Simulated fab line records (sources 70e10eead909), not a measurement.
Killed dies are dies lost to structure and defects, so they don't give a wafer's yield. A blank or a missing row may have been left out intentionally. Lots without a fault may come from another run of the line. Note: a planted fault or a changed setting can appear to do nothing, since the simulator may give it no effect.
Chamber matching    flow nandHarc    3 sister chambers for NHARC_P_M0_DEP_00 on pecvd-01
The step deposits SiOC, target thk 150 nm. 6 wafers are shown with their chamber, then 7 later ones without.

WAFERS PAIRED WITH THEIR CHAMBERS
wafer   chamber  rfFwdPowerW (W)  chamberPressureTorr (Torr)
L416.5  0        601.5            5.001
L422.4  2        599.3            5.002
L422.5  1        597.9            4.989
L422.6  0        601.0            5.000
L432.1  2        601.6            5.013
L432.2  1        600.2            4.981

WAFERS WITHOUT THEIR CHAMBER
wafer   rfFwdPowerW (W)  chamberPressureTorr (Torr)
L432.4  597.5            4.999
L431.1  599.8            4.983
L431.5  598.4            5.002
L431.6  597.9            5.001
L434.1  599.3            5.005
L434.5  598.2            5.019
L434.6  600.2            4.991

EACH ONE'S CHAMBER
wafer    from the rows above            in truth
L432.4   can't be placed: 2 or 1 or 0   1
L431.1   1                              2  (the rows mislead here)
L431.5   can't be placed: 2 or 0 or 1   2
L431.6   can't be placed: 2 or 0 or 1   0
L434.1   can't be placed: 2 or 0        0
L434.5   can't be placed: 2 or 0        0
L434.6   can't be placed: 1 or 0 or 2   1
0 of 7 placed correctly. Can't be placed from these rows: 6 (the true chamber is among the candidates in 6). Placed wrongly: 1.
How it was worked out, from the rows above alone: a wafer's distance from a chamber is the root of the sum, over the readings, of the square of ((its reading less the chamber's mean) divided by the reading's scatter). If the next closest chamber is less than 2 further off than the closest, the wafer can't be placed; otherwise it belongs to the closest. The mean given for a chamber averages the wafers shown for that chamber. How the scatter is found: for the shown wafers, subtract from each reading the mean of its chamber, square and add these, divide the total by (wafers less chambers), then take the root.
